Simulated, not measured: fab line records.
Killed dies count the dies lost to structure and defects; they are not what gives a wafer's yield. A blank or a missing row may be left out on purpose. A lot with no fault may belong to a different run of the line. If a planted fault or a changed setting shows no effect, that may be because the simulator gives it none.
Which tool did it? -- flow nand_harc -- 12 lots (36 wafers sampled), 1 step of a 1159-step route

## WHAT THE GAUGES SHOWED, per wafer
NHARC_A_CONTACT_INSPECT_71.
lot,measured,on,raw_defect_count
L078,day 19 22:19,defect_inspect-01,10 7 12
L074,day 20 07:55,defect_inspect-02,18 19 32
L082,day 20 18:26,defect_inspect-01,18 19 8
L079,day 21 03:22,defect_inspect-01,12 15 17
L084,day 21 10:20,defect_inspect-02,27 34 30
L087,day 21 21:05,defect_inspect-02,51 47 53
L088,day 22 12:47,defect_inspect-02,33 48 39
L093,day 22 22:29,defect_inspect-01,48 30 43
L091,day 23 02:49,defect_inspect-02,40 36 31
L094,day 23 07:40,defect_inspect-02,33 17 22
L086,day 23 19:44,defect_inspect-01,45 57 58
L096,day 24 10:51,defect_inspect-01,45 46 38

## WHICH TOOL RAN EACH LOT (tool, then ch and the chambers of the sampled wafers, then the start)
Record: no process step prior to these readings.

## THE ANSWER, worked out from the rows above alone
Rule: usual is defined by the lots themselves. Put in order of their means at a reading, lots are off if they are a third of the lots or fewer, leave a main group of 4 or more, and stand apart from it by a gap of 3 or more times the standard deviation of the main group's means; of several such gaps the widest counts. A main group is skipped when, at the precision printed for the reading in the tables above, its means are all equal. A lot without any number at a reading at which 4 lots or more have one is off too. All remaining lots with rows at the step are treated as sound.
Nothing can be told from this: no lot is off at any reading shown.

## WHAT THE SIMULATOR HAD INSERTED
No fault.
